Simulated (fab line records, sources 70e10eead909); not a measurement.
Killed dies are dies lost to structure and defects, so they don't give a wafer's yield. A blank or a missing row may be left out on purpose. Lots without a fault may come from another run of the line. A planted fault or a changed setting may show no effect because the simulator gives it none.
Chamber matching | flow nand_harc | NHARC_A_CONTACT_DEP_29 on pecvd-02: 3 sister chambers
The step deposits SiON, target thk 100 nm. 6 wafers are shown with their chamber, then 8 later ones without.

WAFERS WITH THEIR CHAMBER
wafer  | chamber | heater_power_w (W)
L082.4 | 0       | 769
L087.6 | 1       | 790
L088.3 | 0       | 807
L088.5 | 2       | 843
L088.6 | 1       | 847
L091.2 | 2       | 785

WAFERS WITHOUT THEIR CHAMBER
wafer  | heater_power_w (W)
L091.3 | 785
L091.6 | 784
L095.1 | 865
L095.4 | 824
L095.5 | 676
L097.1 | 771
L097.3 | 729
L097.4 | 769

WHICH CHAMBER EACH WENT THROUGH
wafer  | from the rows above          | in truth
L091.3 | can't be placed: 0 or 2 or 1 | 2
L091.6 | can't be placed: 0 or 2 or 1 | 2
L095.1 | can't be placed: 1 or 2 or 0 | 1
L095.4 | can't be placed: 1 or 2 or 0 | 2
L095.5 | can't be placed: 0 or 2 or 1 | 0
L097.1 | can't be placed: 0 or 2 or 1 | 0
L097.3 | can't be placed: 0 or 2 or 1 | 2
L097.4 | can't be placed: 0 or 2 or 1 | 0
Placed correctly: 0 of 8. Can't be placed from these rows: 8 (the true chamber is among the candidates in 8). Placed wrongly: 0.
How it was worked out, from the rows above alone: a wafer's distance from a chamber is the root of the sum, over the readings, of the square of ((its reading less the chamber's mean) divided by the reading's scatter). The wafer belongs to the nearest chamber; if the next one is less than 2 further off, it can't be placed. A chamber's mean is the mean of its shown wafers. The scatter: the root of (the sum of the squares of (reading less its chamber's mean) over the shown wafers, divided by (wafers less chambers)).
